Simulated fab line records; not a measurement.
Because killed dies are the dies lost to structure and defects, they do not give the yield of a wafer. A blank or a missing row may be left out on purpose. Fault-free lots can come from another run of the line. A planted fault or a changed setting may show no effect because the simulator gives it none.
fab line records / flow n5_finfet
record: lots: 11 wafers: 31 last_day: 18
route steps=1938 shown BEOL_M13@1700 BEOL_M14@1716
lots that met no fault: taken from a fault-free run of the same line
start_h: start of the lot's first displayed wafer, in hours after the record's first day / wait_h: time in hours since the lot's previous step / " identical to the entry in the row above / L1.1+2: a single row standing in for several wafers / - either no value or no given start / * or withheld: withheld / < > ~ a bound
route shown NAME@n: names a module that has steps shown in the file, with the first one's number in the route / usual: average and standard deviation across the fault-free wafers / same: alike in all rows / chamber/n: place in a boat / sites: the reading at each site / _std_site: standard deviation of those values / _edge_site: mean of outer sites minus mean of inner sites / radius_mm: how far each site lies from the wafer's centre / mask NAME#n: copy n / behind: tool/chamber where the wafer was last shaped / hold: why the lot was held/for how many hours/how that ended / device: names the non-switching transistor (n, p or np) / end of line: the route-end tests of the same wafers / a step without rows: its recipe alone / killed: not the wafer's yield, but the dies lost to structure and defects at the first sort / map: a wafer's dies, x killed, . not, _ none there
set.NAME: the setting the step ran with; set.NAME@STEP: the setting that earlier step ran with / model.NAME: the simulator's own value behind a step, which no gauge read
one table for each step of the route and one row for each wafer, over a sample of lots
services: a tool's chamber out of use, with start hour (start_h, from the record's first day; less than 0 if before it), hours out, and reason
== steps ==
step: N5_BEOL_M13_ETCH_38
recipe: chemistry: CF4/N2 target: SiCN target_depth_a: 675 taper_deg: 2 time_s: 71.9 ion_energy_ev: 150 mask_material: SiO2 pressure_mtorr: 40 source_w: 430 bias_w: 70 Ar_flow_sccm: 100 cf4_flow_sccm: 60 n2_flow_sccm: 60
usual: bias_w: 70.00/0.25 drypump_motor_current_A: 5.7/0.56 oes_product_au: 0.78/0.06 rf_vpp_V: 382.3/1.9 showerhead_plenum_p_Torr: 2.20/0.067 throttle_valve_pct: 15.34/0.14
lot.wafer=L708.2 tool=rie_diel-02 chamber=2 start_h=295.18 wait_h=- bias_w=70.20 drypump_motor_current_A=6.1 oes_product_au=0.78 rf_hours_counter_h=100 rf_vpp_V=383.9 showerhead_plenum_p_Torr=2.22 throttle_valve_pct=15.51
lot.wafer=L708.3 tool=rie_diel-02 chamber=1 start_h=295.18 wait_h=- bias_w=69.80 drypump_motor_current_A=6.4 oes_product_au=0.83 rf_hours_counter_h=65 rf_vpp_V=386.2 showerhead_plenum_p_Torr=2.33 throttle_valve_pct=15.33
lot.wafer=L708.5 tool=rie_diel-02 chamber=1 start_h=295.18 wait_h=- bias_w=69.50 drypump_motor_current_A=6.4 oes_product_au=0.82 rf_hours_counter_h=- rf_vpp_V=384.6 showerhead_plenum_p_Torr=2.33 throttle_valve_pct=15.35
lot.wafer=L710.1 tool=rie_diel-05 chamber=2 start_h=310.55 wait_h=- bias_w=69.76 drypump_motor_current_A=5.3 oes_product_au=0.85 rf_hours_counter_h=66 rf_vpp_V=381.2 showerhead_plenum_p_Torr=2.15 throttle_valve_pct=15.28
lot.wafer=L710.4 tool=rie_diel-05 chamber=1 start_h=310.55 wait_h=- bias_w=70.08 drypump_motor_current_A=6.0 oes_product_au=0.72 rf_hours_counter_h=191 rf_vpp_V=382.0 showerhead_plenum_p_Torr=2.19 throttle_valve_pct=15.29
lot.wafer=L710.6 tool=rie_diel-05 chamber=0 start_h=310.55 wait_h=- bias_w=69.73 drypump_motor_current_A=5.0 oes_product_au=0.74 rf_hours_counter_h=- rf_vpp_V=384.5 showerhead_plenum_p_Torr=2.28 throttle_valve_pct=15.39
lot.wafer=L711.4 tool=rie_diel-02 chamber=0 start_h=313.53 wait_h=- bias_w=69.97 drypump_motor_current_A=5.8 oes_product_au=0.77 rf_hours_counter_h=131 rf_vpp_V=384.1 showerhead_plenum_p_Torr=2.21 throttle_valve_pct=15.13
lot.wafer=L711.5 tool=rie_diel-02 chamber=0 start_h=313.53 wait_h=- bias_w=70.38 drypump_motor_current_A=5.8 oes_product_au=0.77 rf_hours_counter_h=- rf_vpp_V=381.8 showerhead_plenum_p_Torr=2.22 throttle_valve_pct=15.14
lot.wafer=L711.6 tool=rie_diel-02 chamber=3 start_h=313.53 wait_h=- bias_w=69.87 drypump_motor_current_A=4.7 oes_product_au=0.78 rf_hours_counter_h=- rf_vpp_V=380.2 showerhead_plenum_p_Torr=2.13 throttle_valve_pct=15.22
lot.wafer=L709.1 tool=rie_diel-06 chamber=1 start_h=315.30 wait_h=- bias_w=70.22 drypump_motor_current_A=5.2 oes_product_au=0.77 rf_hours_counter_h=133 rf_vpp_V=380.3 showerhead_plenum_p_Torr=2.12 throttle_valve_pct=15.42
lot.wafer=L709.4 tool=rie_diel-06 chamber=1 start_h=315.30 wait_h=- bias_w=69.86 drypump_motor_current_A=5.2 oes_product_au=0.76 rf_hours_counter_h=- rf_vpp_V=379.9 showerhead_plenum_p_Torr=2.12 throttle_valve_pct=15.42
lot.wafer=L709.5 tool=rie_diel-06 chamber=2 start_h=315.30 wait_h=- bias_w=69.77 drypump_motor_current_A=6.6 oes_product_au=0.94 rf_hours_counter_h=- rf_vpp_V=381.2 showerhead_plenum_p_Torr=2.16 throttle_valve_pct=15.25
lot.wafer=L714.5 tool=rie_diel-02 chamber=1 start_h=333.22 wait_h=- bias_w=70.07 drypump_motor_current_A=6.4 oes_product_au=0.81 rf_hours_counter_h=- rf_vpp_V=384.0 showerhead_plenum_p_Torr=2.33 throttle_valve_pct=15.36
lot.wafer=L714.6 tool=rie_diel-02 chamber=2 start_h=333.22 wait_h=- bias_w=69.92 drypump_motor_current_A=6.1 oes_product_au=0.77 rf_hours_counter_h=- rf_vpp_V=383.2 showerhead_plenum_p_Torr=2.22 throttle_valve_pct=15.52
lot.wafer=L717.4 tool=rie_diel-02 chamber=0 start_h=347.43 wait_h=- bias_w=69.83 drypump_motor_current_A=5.8 oes_product_au=0.76 rf_hours_counter_h=143 rf_vpp_V=382.9 showerhead_plenum_p_Torr=2.21 throttle_valve_pct=15.18
lot.wafer=L717.5 tool=rie_diel-02 chamber=2 start_h=347.43 wait_h=- bias_w=70.46 drypump_motor_current_A=6.1 oes_product_au=0.77 rf_hours_counter_h=- rf_vpp_V=382.8 showerhead_plenum_p_Torr=2.22 throttle_valve_pct=15.53
lot.wafer=L724.2 tool=rie_diel-05 chamber=1 start_h=379.25 wait_h=- bias_w=70.49 drypump_motor_current_A=6.0 oes_product_au=0.70 rf_hours_counter_h=208 rf_vpp_V=382.4 showerhead_plenum_p_Torr=2.18 throttle_valve_pct=15.29
lot.wafer=L724.4 tool=rie_diel-05 chamber=2 start_h=379.25 wait_h=- bias_w=70.06 drypump_motor_current_A=5.3 oes_product_au=0.83 rf_hours_counter_h=84 rf_vpp_V=381.0 showerhead_plenum_p_Torr=2.14 throttle_valve_pct=15.32
lot.wafer=L724.5 tool=rie_diel-05 chamber=1 start_h=379.25 wait_h=- bias_w=69.94 drypump_motor_current_A=6.0 oes_product_au=0.71 rf_hours_counter_h=- rf_vpp_V=382.0 showerhead_plenum_p_Torr=2.18 throttle_valve_pct=15.29
lot.wafer=L723.2 tool=rie_diel-05 chamber=1 start_h=379.65 wait_h=- bias_w=69.90 drypump_motor_current_A=6.0 oes_product_au=0.71 rf_hours_counter_h=208 rf_vpp_V=381.1 showerhead_plenum_p_Torr=2.18 throttle_valve_pct=15.33
lot.wafer=L723.3 tool=rie_diel-05 chamber=0 start_h=379.65 wait_h=- bias_w=70.35 drypump_motor_current_A=5.0 oes_product_au=0.72 rf_hours_counter_h=212 rf_vpp_V=383.7 showerhead_plenum_p_Torr=2.28 throttle_valve_pct=15.42
lot.wafer=L723.4 tool=rie_diel-05 chamber=3 start_h=379.65 wait_h=- bias_w=70.21 drypump_motor_current_A=5.8 oes_product_au=0.71 rf_hours_counter_h=203 rf_vpp_V=382.0 showerhead_plenum_p_Torr=2.27 throttle_valve_pct=15.27
lot.wafer=L726.2 tool=rie_diel-02 chamber=2 start_h=392.60 wait_h=- bias_w=70.11 drypump_motor_current_A=6.1 oes_product_au=0.75 rf_hours_counter_h=133 rf_vpp_V=380.5 showerhead_plenum_p_Torr=2.21 throttle_valve_pct=15.57
lot.wafer=L726.4 tool=rie_diel-02 chamber=3 start_h=392.60 wait_h=- bias_w=69.84 drypump_motor_current_A=4.7 oes_product_au=0.77 rf_hours_counter_h=128 rf_vpp_V=380.2 showerhead_plenum_p_Torr=2.12 throttle_valve_pct=15.26
lot.wafer=L726.5 tool=rie_diel-02 chamber=2 start_h=392.60 wait_h=- bias_w=70.37 drypump_motor_current_A=6.1 oes_product_au=0.75 rf_hours_counter_h=- rf_vpp_V=382.4 showerhead_plenum_p_Torr=2.21 throttle_valve_pct=15.55
lot.wafer=L727.1 tool=rie_diel-05 chamber=3 start_h=411.76 wait_h=- bias_w=70.37 drypump_motor_current_A=5.8 oes_product_au=0.70 rf_hours_counter_h=212 rf_vpp_V=384.3 showerhead_plenum_p_Torr=2.27 throttle_valve_pct=15.29
lot.wafer=L727.3 tool=rie_diel-05 chamber=0 start_h=411.76 wait_h=- bias_w=70.36 drypump_motor_current_A=5.0 oes_product_au=0.71 rf_hours_counter_h=220 rf_vpp_V=386.5 showerhead_plenum_p_Torr=2.27 throttle_valve_pct=15.45
lot.wafer=L727.6 tool=rie_diel-05 chamber=3 start_h=411.76 wait_h=- bias_w=70.22 drypump_motor_current_A=5.8 oes_product_au=0.71 rf_hours_counter_h=- rf_vpp_V=384.2 showerhead_plenum_p_Torr=2.27 throttle_valve_pct=15.28
lot.wafer=L728.2 tool=rie_diel-02 chamber=3 start_h=415.63 wait_h=- bias_w=69.78 drypump_motor_current_A=4.7 oes_product_au=0.76 rf_hours_counter_h=134 rf_vpp_V=379.3 showerhead_plenum_p_Torr=2.12 throttle_valve_pct=15.27
lot.wafer=L728.4 tool=rie_diel-02 chamber=2 start_h=415.63 wait_h=- bias_w=69.94 drypump_motor_current_A=6.1 oes_product_au=0.75 rf_hours_counter_h=138 rf_vpp_V=381.4 showerhead_plenum_p_Torr=2.21 throttle_valve_pct=15.60
lot.wafer=L728.6 tool=rie_diel-02 chamber=2 start_h=415.63 wait_h=- bias_w=69.70 drypump_motor_current_A=6.1 oes_product_au=0.76 rf_hours_counter_h=- rf_vpp_V=382.8 showerhead_plenum_p_Torr=2.21 throttle_valve_pct=15.59
step: N5_BEOL_M13_RS_MEAS_54
recipe: thk_meas_gauge: four-point-probe reads: Cu_of_BEOL_M13_ECD_47+Ta_of_BEOL_M13_SPUTTER_44+TaN_of_BEOL_M13_SPUTTER_43
usual: M13_RS: 0.0450/0.00069
lot.wafer=L708.2 tool=film_metro-02 chamber=- start_h=297.10 wait_h=0.1 M13_RS[ohm/sq]=0.0445
lot.wafer=L708.3 tool=film_metro-02 chamber=- start_h=297.10 wait_h=0.1 M13_RS[ohm/sq]=0.0438
lot.wafer=L708.5 tool=film_metro-02 chamber=- start_h=297.10 wait_h=0.1 M13_RS[ohm/sq]=0.0441
lot.wafer=L710.1 tool=film_metro-01 chamber=- start_h=312.38 wait_h=0.0 M13_RS[ohm/sq]=0.0457
lot.wafer=L710.4 tool=film_metro-01 chamber=- start_h=312.38 wait_h=0.0 M13_RS[ohm/sq]=0.0458
lot.wafer=L710.6 tool=film_metro-01 chamber=- start_h=312.38 wait_h=0.0 M13_RS[ohm/sq]=0.0455
lot.wafer=L711.4 tool=film_metro-02 chamber=- start_h=316.00 wait_h=0.0 M13_RS[ohm/sq]=0.0443
lot.wafer=L711.5 tool=film_metro-02 chamber=- start_h=316.00 wait_h=0.0 M13_RS[ohm/sq]=0.0446
lot.wafer=L711.6 tool=film_metro-02 chamber=- start_h=316.00 wait_h=0.0 M13_RS[ohm/sq]=0.0454
lot.wafer=L709.1 tool=film_metro-02 chamber=- start_h=317.27 wait_h=0.0 M13_RS[ohm/sq]=0.0437
lot.wafer=L709.4 tool=film_metro-02 chamber=- start_h=317.27 wait_h=0.0 M13_RS[ohm/sq]=0.0451
lot.wafer=L709.5 tool=film_metro-02 chamber=- start_h=317.27 wait_h=0.0 M13_RS[ohm/sq]=0.0444
lot.wafer=L714.5 tool=film_metro-02 chamber=- start_h=334.90 wait_h=0.0 M13_RS[ohm/sq]=0.0437
lot.wafer=L714.6 tool=film_metro-02 chamber=- start_h=334.90 wait_h=0.0 M13_RS[ohm/sq]=0.0442
lot.wafer=L717.4 tool=film_metro-02 chamber=- start_h=349.93 wait_h=0.0 M13_RS[ohm/sq]=0.0442
lot.wafer=L717.5 tool=film_metro-02 chamber=- start_h=349.93 wait_h=0.0 M13_RS[ohm/sq]=0.0443
lot.wafer=L724.2 tool=film_metro-01 chamber=- start_h=381.38 wait_h=0.1 M13_RS[ohm/sq]=0.0458
lot.wafer=L724.4 tool=film_metro-01 chamber=- start_h=381.38 wait_h=0.1 M13_RS[ohm/sq]=0.0457
lot.wafer=L724.5 tool=film_metro-01 chamber=- start_h=381.38 wait_h=0.1 M13_RS[ohm/sq]=0.0457
lot.wafer=L723.2 tool=film_metro-01 chamber=- start_h=381.75 wait_h=0.1 M13_RS[ohm/sq]=0.0445
lot.wafer=L723.3 tool=film_metro-01 chamber=- start_h=381.75 wait_h=0.1 M13_RS[ohm/sq]=0.0448
lot.wafer=L723.4 tool=film_metro-01 chamber=- start_h=381.75 wait_h=0.1 M13_RS[ohm/sq]=0.0444
lot.wafer=L726.2 tool=film_metro-02 chamber=- start_h=394.82 wait_h=0.1 M13_RS[ohm/sq]=0.0451
lot.wafer=L726.4 tool=film_metro-02 chamber=- start_h=394.82 wait_h=0.1 M13_RS[ohm/sq]=0.0440
lot.wafer=L726.5 tool=film_metro-02 chamber=- start_h=394.82 wait_h=0.1 M13_RS[ohm/sq]=0.0448
lot.wafer=L727.1 tool=film_metro-02 chamber=- start_h=413.68 wait_h=0.0 M13_RS[ohm/sq]=0.0462
lot.wafer=L727.3 tool=film_metro-02 chamber=- start_h=413.68 wait_h=0.0 M13_RS[ohm/sq]=0.0455
lot.wafer=L727.6 tool=film_metro-02 chamber=- start_h=413.68 wait_h=0.0 M13_RS[ohm/sq]=0.0462
lot.wafer=L728.2 tool=film_metro-01 chamber=- start_h=417.24 wait_h=0.1 M13_RS[ohm/sq]=0.0454
lot.wafer=L728.4 tool=film_metro-01 chamber=- start_h=417.24 wait_h=0.1 M13_RS[ohm/sq]=0.0444
lot.wafer=L728.6 tool=film_metro-01 chamber=- start_h=417.24 wait_h=0.1 M13_RS[ohm/sq]=0.0439
step: N5_BEOL_M14_ILD_DEP_00
recipe: material: SiO2 target_thk_a: 11193 temp_c: 400 precursor: TEOS/O2 pressure_torr: 6.5 rf_w: 900 teos_flow_sccm: 161.4 gas: O2 flow_sccm: 2650 time_s: 237.4
usual: heater_power_w: 513/61 showerhead_plenum_p_Torr: 8.33/0.03 throttle_valve_pct: 18.9/1.1
lot.wafer=L708.2 tool=pecvd-01 chamber=2 start_h=297.17 wait_h=0.0 heater_power_w=553 showerhead_plenum_p_Torr=8.37 throttle_valve_pct=18.0
lot.wafer=L708.3 tool=pecvd-01 chamber=1 start_h=297.17 wait_h=0.0 heater_power_w=482 showerhead_plenum_p_Torr=8.30 throttle_valve_pct=21.3
lot.wafer=L708.5 tool=pecvd-01 chamber=1 start_h=297.17 wait_h=0.0 heater_power_w=548 showerhead_plenum_p_Torr=8.31 throttle_valve_pct=21.2
lot.wafer=L710.1 tool=pecvd-03 chamber=2 start_h=312.44 wait_h=0.0 heater_power_w=496 showerhead_plenum_p_Torr=8.28 throttle_valve_pct=18.1
lot.wafer=L710.4 tool=pecvd-03 chamber=2 start_h=312.44 wait_h=0.0 heater_power_w=543 showerhead_plenum_p_Torr=8.30 throttle_valve_pct=18.3
lot.wafer=L710.6 tool=pecvd-03 chamber=0 start_h=312.44 wait_h=0.0 heater_power_w=430 showerhead_plenum_p_Torr=8.35 throttle_valve_pct=19.5
lot.wafer=L711.4 tool=pecvd-01 chamber=0 start_h=316.14 wait_h=0.1 heater_power_w=402 showerhead_plenum_p_Torr=8.32 throttle_valve_pct=19.1
lot.wafer=L711.5 tool=pecvd-01 chamber=2 start_h=316.14 wait_h=0.1 heater_power_w=536 showerhead_plenum_p_Torr=8.38 throttle_valve_pct=17.8
lot.wafer=L711.6 tool=pecvd-01 chamber=1 start_h=316.14 wait_h=0.1 heater_power_w=549 showerhead_plenum_p_Torr=8.32 throttle_valve_pct=21.4
lot.wafer=L709.1 tool=pecvd-04 chamber=2 start_h=317.33 wait_h=0.0 heater_power_w=559 showerhead_plenum_p_Torr=8.32 throttle_valve_pct=19.5
lot.wafer=L709.4 tool=pecvd-04 chamber=0 start_h=317.33 wait_h=0.0 heater_power_w=414 showerhead_plenum_p_Torr=8.39 throttle_valve_pct=19.4
lot.wafer=L709.5 tool=pecvd-04 chamber=2 start_h=317.33 wait_h=0.0 heater_power_w=617 showerhead_plenum_p_Torr=8.32 throttle_valve_pct=19.4
lot.wafer=L714.5 tool=pecvd-01 chamber=1 start_h=335.04 wait_h=0.1 heater_power_w=480 showerhead_plenum_p_Torr=8.31 throttle_valve_pct=21.2
lot.wafer=L714.6 tool=pecvd-01 chamber=2 start_h=335.04 wait_h=0.1 heater_power_w=431 showerhead_plenum_p_Torr=8.37 throttle_valve_pct=17.9
lot.wafer=L717.4 tool=pecvd-01 chamber=1 start_h=350.07 wait_h=0.1 heater_power_w=555 showerhead_plenum_p_Torr=8.35 throttle_valve_pct=21.1
lot.wafer=L717.5 tool=pecvd-01 chamber=2 start_h=350.07 wait_h=0.1 heater_power_w=537 showerhead_plenum_p_Torr=8.39 throttle_valve_pct=17.8
lot.wafer=L724.2 tool=pecvd-03 chamber=0 start_h=381.44 wait_h=0.0 heater_power_w=541 showerhead_plenum_p_Torr=8.35 throttle_valve_pct=19.8
lot.wafer=L724.4 tool=pecvd-03 chamber=0 start_h=381.44 wait_h=0.0 heater_power_w=567 showerhead_plenum_p_Torr=8.32 throttle_valve_pct=19.6
lot.wafer=L724.5 tool=pecvd-03 chamber=1 start_h=381.44 wait_h=0.0 heater_power_w=447 showerhead_plenum_p_Torr=8.31 throttle_valve_pct=18.1
lot.wafer=L723.2 tool=pecvd-03 chamber=2 start_h=381.81 wait_h=0.0 heater_power_w=489 showerhead_plenum_p_Torr=8.29 throttle_valve_pct=18.9
lot.wafer=L723.3 tool=pecvd-03 chamber=0 start_h=381.81 wait_h=0.0 heater_power_w=513 showerhead_plenum_p_Torr=8.33 throttle_valve_pct=19.4
lot.wafer=L723.4 tool=pecvd-03 chamber=2 start_h=381.81 wait_h=0.0 heater_power_w=540 showerhead_plenum_p_Torr=8.31 throttle_valve_pct=18.6
lot.wafer=L726.2 tool=pecvd-03 chamber=1 start_h=394.88 wait_h=0.0 heater_power_w=554 showerhead_plenum_p_Torr=8.31 throttle_valve_pct=17.9
lot.wafer=L726.4 tool=pecvd-03 chamber=1 start_h=394.88 wait_h=0.0 heater_power_w=575 showerhead_plenum_p_Torr=8.30 throttle_valve_pct=18.3
lot.wafer=L726.5 tool=pecvd-03 chamber=2 start_h=394.88 wait_h=0.0 heater_power_w=405 showerhead_plenum_p_Torr=8.30 throttle_valve_pct=18.6
lot.wafer=L727.1 tool=pecvd-04 chamber=0 start_h=413.75 wait_h=0.0 heater_power_w=527 showerhead_plenum_p_Torr=8.37 throttle_valve_pct=19.6
lot.wafer=L727.3 tool=pecvd-04 chamber=2 start_h=413.75 wait_h=0.0 heater_power_w=619 showerhead_plenum_p_Torr=8.30 throttle_valve_pct=19.5
lot.wafer=L727.6 tool=pecvd-04 chamber=1 start_h=413.75 wait_h=0.0 heater_power_w=442 showerhead_plenum_p_Torr=8.35 throttle_valve_pct=17.1
lot.wafer=L728.2 tool=pecvd-03 chamber=1 start_h=417.30 wait_h=0.0 heater_power_w=519 showerhead_plenum_p_Torr=8.31 throttle_valve_pct=18.0
lot.wafer=L728.4 tool=pecvd-03 chamber=1 start_h=417.30 wait_h=0.0 heater_power_w=574 showerhead_plenum_p_Torr=8.29 throttle_valve_pct=18.2
lot.wafer=L728.6 tool=pecvd-03 chamber=0 start_h=417.30 wait_h=0.0 heater_power_w=554 showerhead_plenum_p_Torr=8.34 throttle_valve_pct=19.9
step: N5_BEOL_M14_THK_MEAS_01
recipe: reads: SiO2_of_BEOL_M14_ILD_DEP_00
usual: M14_ILD_THK: 1117/15
lot.wafer=L708.2 tool=film_metro-02 chamber=- start_h=297.36 wait_h=0.1 M14_ILD_THK[nm]=1094
lot.wafer=L708.3 tool=film_metro-02 chamber=- start_h=297.36 wait_h=0.1 M14_ILD_THK[nm]=1110
lot.wafer=L708.5 tool=film_metro-02 chamber=- start_h=297.36 wait_h=0.1 M14_ILD_THK[nm]=1123
lot.wafer=L710.1 tool=film_metro-01 chamber=- start_h=312.63 wait_h=0.1 M14_ILD_THK[nm]=1104
lot.wafer=L710.4 tool=film_metro-01 chamber=- start_h=312.63 wait_h=0.1 M14_ILD_THK[nm]=1119
lot.wafer=L710.6 tool=film_metro-01 chamber=- start_h=312.63 wait_h=0.1 M14_ILD_THK[nm]=1110
lot.wafer=L711.4 tool=film_metro-02 chamber=- start_h=316.25 wait_h=0.0 M14_ILD_THK[nm]=1121
lot.wafer=L711.5 tool=film_metro-02 chamber=- start_h=316.25 wait_h=0.0 M14_ILD_THK[nm]=1121
lot.wafer=L711.6 tool=film_metro-02 chamber=- start_h=316.25 wait_h=0.0 M14_ILD_THK[nm]=1143
lot.wafer=L709.1 tool=film_metro-01 chamber=- start_h=317.52 wait_h=0.1 M14_ILD_THK[nm]=1126
lot.wafer=L709.4 tool=film_metro-01 chamber=- start_h=317.52 wait_h=0.1 M14_ILD_THK[nm]=1140
lot.wafer=L709.5 tool=film_metro-01 chamber=- start_h=317.52 wait_h=0.1 M14_ILD_THK[nm]=1144
lot.wafer=L714.5 tool=film_metro-01 chamber=- start_h=335.16 wait_h=0.0 M14_ILD_THK[nm]=1293
lot.wafer=L714.6 tool=film_metro-01 chamber=- start_h=335.16 wait_h=0.0 M14_ILD_THK[nm]=1106
lot.wafer=L717.4 tool=film_metro-02 chamber=- start_h=350.18 wait_h=0.0 M14_ILD_THK[nm]=1130
lot.wafer=L717.5 tool=film_metro-02 chamber=- start_h=350.18 wait_h=0.0 M14_ILD_THK[nm]=1274
lot.wafer=L724.2 tool=film_metro-01 chamber=- start_h=381.63 wait_h=0.1 M14_ILD_THK[nm]=1116
lot.wafer=L724.4 tool=film_metro-01 chamber=- start_h=381.63 wait_h=0.1 M14_ILD_THK[nm]=1126
lot.wafer=L724.5 tool=film_metro-01 chamber=- start_h=381.63 wait_h=0.1 M14_ILD_THK[nm]=1124
lot.wafer=L723.2 tool=film_metro-01 chamber=- start_h=382.00 wait_h=0.1 M14_ILD_THK[nm]=1117
lot.wafer=L723.3 tool=film_metro-01 chamber=- start_h=382.00 wait_h=0.1 M14_ILD_THK[nm]=1097
lot.wafer=L723.4 tool=film_metro-01 chamber=- start_h=382.00 wait_h=0.1 M14_ILD_THK[nm]=1131
lot.wafer=L726.2 tool=film_metro-02 chamber=- start_h=395.07 wait_h=0.1 M14_ILD_THK[nm]=1088
lot.wafer=L726.4 tool=film_metro-02 chamber=- start_h=395.07 wait_h=0.1 M14_ILD_THK[nm]=1114
lot.wafer=L726.5 tool=film_metro-02 chamber=- start_h=395.07 wait_h=0.1 M14_ILD_THK[nm]=1133
lot.wafer=L727.1 tool=film_metro-01 chamber=- start_h=413.94 wait_h=0.1 M14_ILD_THK[nm]=1120
lot.wafer=L727.3 tool=film_metro-01 chamber=- start_h=413.94 wait_h=0.1 M14_ILD_THK[nm]=1131
lot.wafer=L727.6 tool=film_metro-01 chamber=- start_h=413.94 wait_h=0.1 M14_ILD_THK[nm]=1134
lot.wafer=L728.2 tool=film_metro-01 chamber=- start_h=417.49 wait_h=0.1 M14_ILD_THK[nm]=1096
lot.wafer=L728.4 tool=film_metro-01 chamber=- start_h=417.49 wait_h=0.1 M14_ILD_THK[nm]=1102
lot.wafer=L728.6 tool=film_metro-01 chamber=- start_h=417.49 wait_h=0.1 M14_ILD_THK[nm]=1108
step: N5_BEOL_M14_OVL_MEAS_11
recipe: points_per_wafer: 44
usual: V13_OVL: 0/5.2
lot.wafer=L708.2 tool=overlay-02 chamber=0 start_h=297.69 wait_h=0.0 V13_OVL[nm]=-6
lot.wafer=L708.3 tool=overlay-02 chamber=0 start_h=297.69 wait_h=0.0 V13_OVL[nm]=-3
lot.wafer=L708.5 tool=overlay-02 chamber=0 start_h=297.69 wait_h=0.0 V13_OVL[nm]=1
lot.wafer=L710.1 tool=overlay-02 chamber=0 start_h=312.97 wait_h=0.0 V13_OVL[nm]=-5
lot.wafer=L710.4 tool=overlay-02 chamber=0 start_h=312.97 wait_h=0.0 V13_OVL[nm]=0
lot.wafer=L710.6 tool=overlay-02 chamber=0 start_h=312.97 wait_h=0.0 V13_OVL[nm]=-8
lot.wafer=L711.4 tool=overlay-02 chamber=0 start_h=316.71 wait_h=0.0 V13_OVL[nm]=9
lot.wafer=L711.5 tool=overlay-02 chamber=0 start_h=316.71 wait_h=0.0 V13_OVL[nm]=10
lot.wafer=L711.6 tool=overlay-02 chamber=0 start_h=316.71 wait_h=0.0 V13_OVL[nm]=4
lot.wafer=L709.1 tool=overlay-02 chamber=0 start_h=317.98 wait_h=0.0 V13_OVL[nm]=-13
lot.wafer=L709.4 tool=overlay-02 chamber=0 start_h=317.98 wait_h=0.0 V13_OVL[nm]=-12
lot.wafer=L709.5 tool=overlay-02 chamber=0 start_h=317.98 wait_h=0.0 V13_OVL[nm]=-11
lot.wafer=L714.5 tool=overlay-01 chamber=0 start_h=335.62 wait_h=0.0 V13_OVL[nm]=0
lot.wafer=L714.6 tool=overlay-01 chamber=0 start_h=335.62 wait_h=0.0 V13_OVL[nm]=-3
lot.wafer=L717.4 tool=overlay-01 chamber=0 start_h=350.64 wait_h=0.0 V13_OVL[nm]=9
lot.wafer=L717.5 tool=overlay-01 chamber=0 start_h=350.64 wait_h=0.0 V13_OVL[nm]=0
lot.wafer=L724.2 tool=overlay-02 chamber=0 start_h=381.97 wait_h=0.0 V13_OVL[nm]=1
lot.wafer=L724.4 tool=overlay-02 chamber=0 start_h=381.97 wait_h=0.0 V13_OVL[nm]=3
lot.wafer=L724.5 tool=overlay-02 chamber=0 start_h=381.97 wait_h=0.0 V13_OVL[nm]=-2
lot.wafer=L723.2 tool=overlay-01 chamber=0 start_h=382.46 wait_h=0.0 V13_OVL[nm]=-5
lot.wafer=L723.3 tool=overlay-01 chamber=0 start_h=382.46 wait_h=0.0 V13_OVL[nm]=1
lot.wafer=L723.4 tool=overlay-01 chamber=0 start_h=382.46 wait_h=0.0 V13_OVL[nm]=-6
lot.wafer=L726.2 tool=overlay-01 chamber=0 start_h=395.54 wait_h=0.0 V13_OVL[nm]=4
lot.wafer=L726.4 tool=overlay-01 chamber=0 start_h=395.54 wait_h=0.0 V13_OVL[nm]=2
lot.wafer=L726.5 tool=overlay-01 chamber=0 start_h=395.54 wait_h=0.0 V13_OVL[nm]=2
lot.wafer=L727.1 tool=overlay-02 chamber=0 start_h=414.28 wait_h=0.0 V13_OVL[nm]=0
lot.wafer=L727.3 tool=overlay-02 chamber=0 start_h=414.28 wait_h=0.0 V13_OVL[nm]=-2
lot.wafer=L727.6 tool=overlay-02 chamber=0 start_h=414.28 wait_h=0.0 V13_OVL[nm]=-5
lot.wafer=L728.2 tool=overlay-01 chamber=0 start_h=417.83 wait_h=0.0 V13_OVL[nm]=3
lot.wafer=L728.4 tool=overlay-01 chamber=0 start_h=417.83 wait_h=0.0 V13_OVL[nm]=6
lot.wafer=L728.6 tool=overlay-01 chamber=0 start_h=417.83 wait_h=0.0 V13_OVL[nm]=3
== services ==
tool=pecvd-04 chamber=0 start_h=273.01 hours=5.5 kind=scheduled_down
tool=pecvd-03 chamber=2 start_h=281.38 hours=5.5 kind=scheduled_down
tool=pecvd-04 chamber=0 start_h=282.82 hours=14.2 kind=repair
tool=rie_diel-05 chamber=0 start_h=295.90 hours=7.5 kind=repair
tool=pecvd-03 chamber=0 start_h=296.00 hours=7.2 kind=repair
tool=pecvd-04 chamber=1 start_h=297.78 hours=5.5 kind=scheduled_down
tool=rie_diel-02 chamber=- start_h=306.21 hours=0.9 kind=repair
tool=rie_diel-05 chamber=- start_h=311.94 hours=4.3 kind=pm
tool=rie_diel-06 chamber=0 start_h=313.92 hours=13.7 kind=repair
tool=pecvd-03 chamber=2 start_h=318.15 hours=4.3 kind=repair
tool=rie_diel-05 chamber=- start_h=332.69 hours=0.7 kind=repair
tool=pecvd-01 chamber=0 start_h=353.33 hours=2.1 kind=scheduled_down
tool=pecvd-03 chamber=- start_h=363.53 hours=2.8 kind=pm
tool=pecvd-03 chamber=0 start_h=370.12 hours=2.1 kind=scheduled_down
tool=pecvd-01 chamber=1 start_h=370.45 hours=5.5 kind=scheduled_down
tool=pecvd-04 chamber=1 start_h=383.62 hours=- kind=clean
tool=pecvd-04 chamber=1 start_h=383.62 hours=- kind=consumable_replace:showerhead
tool=pecvd-04 chamber=1 start_h=383.62 hours=29.0 kind=scheduled_down
tool=pecvd-04 chamber=1 start_h=383.62 hours=29.0 kind=vent_cycle
tool=rie_diel-06 chamber=0 start_h=386.48 hours=5.5 kind=repair
tool=rie_diel-02 chamber=2 start_h=401.27 hours=1.5 kind=repair
tool=pecvd-01 chamber=- start_h=411.46 hours=2.8 kind=pm
tool=pecvd-04 chamber=0 start_h=416.56 hours=4.7 kind=repair
== key ==
first_sign: step: N5_BEOL_M14_THK_MEAS_01 reading: M14_ILD_THK direction: up sigmas: 11 usual: 1117 struck: 1284
effect none on later readings
met_at N5_BEOL_M14_ILD_DEP_00
struck_lots L714,L717
struck_wafers L714.5,L717.5
not_acting_at N5_BEOL_M13_ETCH_38,N5_BEOL_M13_RS_MEAS_54,N5_BEOL_M14_OVL_MEAS_11
onset_between 316.14 335.04
fault: kind: process_parameter_drift tool: pecvd-01 chamber: - onset_h: 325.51 steps: N5_BEOL_M14_ILD_DEP_00 channel: target_thk_a offset: * shape: step end_h: 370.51 scope: struck_wafers_only acts_in: * stated: *
